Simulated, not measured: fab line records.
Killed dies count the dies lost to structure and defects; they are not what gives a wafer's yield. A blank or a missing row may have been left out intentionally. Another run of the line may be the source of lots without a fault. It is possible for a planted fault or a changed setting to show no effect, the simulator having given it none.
Chamber matching	flow n5-finfet	pecvd-01 running N5_FIN_SAQP_HM_DEP_03: 3 sister chambers
The step deposits SiNx from SiH4/NH3/N2, target thk 38 nm, time 33.6 s. 3 wafers are shown with their chamber, then 9 later ones without.

WAFERS, EACH WITH ITS CHAMBER
wafer	chamber	throttle-valve-pct (%)
L083.3	1	39.5
L086.2	0	41.0
L086.5	2	37.7

WAFERS WITH NO CHAMBER GIVEN
wafer	throttle-valve-pct (%)
L089.2	38.0
L089.4	39.6
L089.6	41.0
L090.1	39.8
L090.2	41.2
L090.6	41.0
L092.1	41.2
L092.2	39.9
L092.4	37.9

THE CHAMBER EACH PASSED THROUGH
wafer	from the rows above	in truth
L089.2	2	2
L089.4	1	1
L089.6	0	0
L090.1	1	1
L090.2	0	0
L090.6	0	0
L092.1	0	0
L092.2	1	1
L092.4	2	2
Correctly placed: 9 of 9. Left unplaced by these rows: 0. Placed wrongly: 0.
How it was worked out, from the rows above alone: a wafer's distance from a chamber is the root of the sum, over the readings, of the square of ((its reading less the chamber's mean) divided by the reading's scatter). The wafer belongs to the nearest chamber; if the next one is less than 2 further off, it can't be placed. The mean given for a chamber averages the wafers shown for that chamber. The scatter (one wafer shown for each chamber): square how far every hidden wafer sits from the nearest shown wafer, average those squares and take the square root.
